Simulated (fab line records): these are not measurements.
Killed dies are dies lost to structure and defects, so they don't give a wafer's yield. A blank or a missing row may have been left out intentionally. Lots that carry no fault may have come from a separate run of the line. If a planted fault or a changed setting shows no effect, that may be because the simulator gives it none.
The same fault as seen by 2 desks | flow n5 finfet | numbers are kept per desk, each desk with only its own; the story behind them comes last

THE METROLOGY DESK
Means of the sampled wafers that have a number, per lot and without regard to the tool the lot ran on: this is what the gauges read. A lot is out of limits, marked OUT, if its mean lies more than 4 standard deviations from the usual mean; the brackets give that distance. Only the readings that lie furthest out on some lot appear, 7 of the 27 it has.
Columns: A = cd nm at N5_BEOL_M8_CD_MEAS_35, usual 39.9 nm; B = M8_THK at N5_BEOL_M8_THK_MEAS_53, usual 80.8 nm; C = COMB_M7 at N5_BEOL_M15_RC_MEAS_101, usual 2.5e-11 S/m; D = COMB_M8 at N5_BEOL_M15_RC_MEAS_101, usual 2.5e-11 S/m; E = SERP_M12 at N5_BEOL_M15_RC_MEAS_101, usual 0.631 ohm/um; F = SERP_M7 at N5_BEOL_M15_RC_MEAS_101, usual 14.0 ohm/um; G = SERP_M7_max_site at N5_BEOL_M15_RC_MEAS_101, usual 14.7 ohm/um
lot  | first seen here | A    | B    | C       | D       | E     | F    | G
L786 | day 9 21:40     | 39.0 | 84.3 | 2.7e-11 | 1.9e-11 | 0.624 | 14.0 | 14.6
L788 | day 10 09:19    | 39.3 | 81.8 | 2.5e-11 | 3.9e-11 | 0.614 | 14.8 | 15.3
L787 | day 10 12:50    | 38.7 | 78.9 | 2.1e-11 | 2.7e-11 | 0.642 | 15.5 | 15.9
L791 | day 11 18:49    | 39.5 | 81.8 | 3.7e-11 | 2.2e-11 | 0.619 | 13.9 | 14.5
L801 | day 13 05:48    | 39.7 | 82.8 | 3.2e-11 | 2.4e-11 | 0.595 | 13.7 | 14.4
L799 | day 13 08:51    | 40.3 | 81.6 | 3.1e-11 | 2.3e-11 | 0.653 | 13.8 | 14.4
L809 | day 15 08:47    | 41.5 | 79.2 | 2.3e-11 | 2.5e-11 | 0.628 | 14.7 | 15.9
This desk found nothing out of limits on any of the 7 lots.

AT THE TOOL OWNER'S DESK: rie diel-05
The tool's own readings at N5_BEOL_M8_TRENCH_ETCH_37 (etches SiCOH lowk in C4F6/O2, target depth 93.478 nm, time 31.2 s): means of the sampled wafers that have a number, for each lot that ran on this tool. A lot is out of limits, marked OUT, if its mean lies more than 4 standard deviations from the usual mean; the brackets give that distance. Only the readings that lie furthest out on some lot appear, 7 of the 9 it has.
Columns: A = chamber pressure mTorr at N5_BEOL_M8_TRENCH_ETCH_37, usual 30.001 mTorr; B = drypump motor current A at N5_BEOL_M8_TRENCH_ETCH_37, usual 5.5 A; C = oes_f_703_au at N5_BEOL_M8_TRENCH_ETCH_37, usual 0.79 a.u.; D = rf vpp V at N5_BEOL_M8_TRENCH_ETCH_37, usual 672 V; E = run length s at N5_BEOL_M8_TRENCH_ETCH_37, usual 54.5 s; F = showerhead plenum p Torr at N5_BEOL_M8_TRENCH_ETCH_37, usual 2.85 Torr; G = throttle valve pct at N5_BEOL_M8_TRENCH_ETCH_37, usual 20.85 %
lot  | first seen here | A      | B   | C    | D   | E    | F    | G
L788 | day 10 09:09    | 30.009 | 5.3 | 0.76 | 695 | 54.0 | 2.79 | 20.89
L787 | day 10 12:40    | 29.986 | 5.2 | 0.72 | 687 | 54.2 | 2.84 | 20.94
L791 | day 11 18:39    | 29.999 | 5.3 | 0.81 | 700 | 55.0 | 2.98 | 20.66
L801 | day 13 05:38    | 30.005 | 5.2 | 0.80 | 687 | 55.6 | 2.83 | 20.84
This desk found nothing out of limits on any of the 4 lots.

BROUGHT TOGETHER
At the metrology desk, nothing out of limits was observed.
Nothing out of limits was seen by the tool owner's desk.

WHAT THE SIMULATOR HAD INSERTED
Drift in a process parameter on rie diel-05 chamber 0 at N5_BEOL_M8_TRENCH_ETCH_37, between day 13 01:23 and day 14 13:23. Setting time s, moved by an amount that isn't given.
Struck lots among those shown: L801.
